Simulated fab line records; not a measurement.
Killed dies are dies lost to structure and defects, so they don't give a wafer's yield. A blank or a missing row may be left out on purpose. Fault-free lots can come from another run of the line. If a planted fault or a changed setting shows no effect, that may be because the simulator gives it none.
Chamber matching + flow nand-harc + 3 sister chambers for NHARC_A_STAIRCASE_DEP_280 on pecvd-01
The step deposits SiON, target thk 30 nm. 18 wafers are shown with their chamber, then 9 later ones without.

== WAFERS PAIRED WITH THEIR CHAMBERS ==
| wafer  | chamber | heater-power-w (W) | rf-fwd-power-W (W) |
|--------|---------|--------------------|--------------------|
| L074.3 | 2       | 751                | 345.6              |
| L074.4 | 2       | 760                | 346.7              |
| L074.6 | 1       | 789                | 347.5              |
| L075.2 | 1       | 814                | 350.6              |
| L075.4 | 0       | 756                | 347.9              |
| L075.5 | 1       | 813                | 348.0              |
| L078.1 | 0       | 615                | 349.2              |
| L078.3 | 1       | 809                | 349.2              |
| L078.4 | 2       | 715                | 348.5              |
| L080.2 | 0       | 663                | 348.6              |
| L080.3 | 2       | 663                | 348.3              |
| L080.6 | 1       | 839                | 349.9              |
| L085.1 | 1       | 803                | 347.7              |
| L085.3 | 0       | 667                | 348.6              |
| L085.4 | 1       | 805                | 348.8              |
| L091.3 | 2       | 769                | 349.2              |
| L091.4 | 1       | 751                | 347.6              |
| L091.6 | 1       | 772                | 347.5              |

SIGNATURES (averages over the wafers above)
| reading        | chamber 0 | chamber 1 | chamber 2 | scatter within a chamber |
|----------------|-----------|-----------|-----------|--------------------------|
| heater-power-w | 675.25    | 799.44    | 731.60    | 39.4                     |
| rf-fwd-power-W | 348.575   | 348.533   | 347.660   | 1.16                     |
Rule: a wafer's distance from a chamber is the root of the sum, over the readings, of the square of ((its reading less the chamber's mean) divided by the reading's scatter). The wafer belongs to the nearest chamber; if the next one is less than 2 further off, it can't be placed. The scatter: take each reading less its chamber's mean, square it, sum over the shown wafers, divide by the number of wafers less the number of chambers, and take the root.

== WAFERS WITHOUT THEIR CHAMBER ==
| wafer  | heater-power-w (W) | rf-fwd-power-W (W) |
|--------|--------------------|--------------------|
| L092.1 | 874                | 347.2              |
| L092.4 | 860                | 349.2              |
| L092.5 | 733                | 349.4              |
| L093.4 | 770                | 347.8              |
| L093.5 | 778                | 346.9              |
| L093.6 | 870                | 347.7              |
| L096.4 | 879                | 350.0              |
| L096.5 | 885                | 350.9              |
| L096.6 | 890                | 350.5              |

== CHAMBER TAKEN BY EACH ==
| wafer  | from the rows above          | in truth |
|--------|------------------------------|----------|
| L092.1 | can't be placed: 1 or 2      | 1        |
| L092.4 | can't be placed: 1 or 2      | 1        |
| L092.5 | can't be placed: 2 or 0 or 1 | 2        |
| L093.4 | can't be placed: 1 or 2 or 0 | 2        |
| L093.5 | can't be placed: 2 or 1 or 0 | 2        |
| L093.6 | can't be placed: 1 or 2      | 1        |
| L096.4 | can't be placed: 1 or 2      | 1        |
| L096.5 | can't be placed: 1 or 2      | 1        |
| L096.6 | can't be placed: 1 or 2      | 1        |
Placed correctly: 0 of 9. These rows do not allow placing 9 (true chamber among the candidates in 9). Placed wrongly: 0.
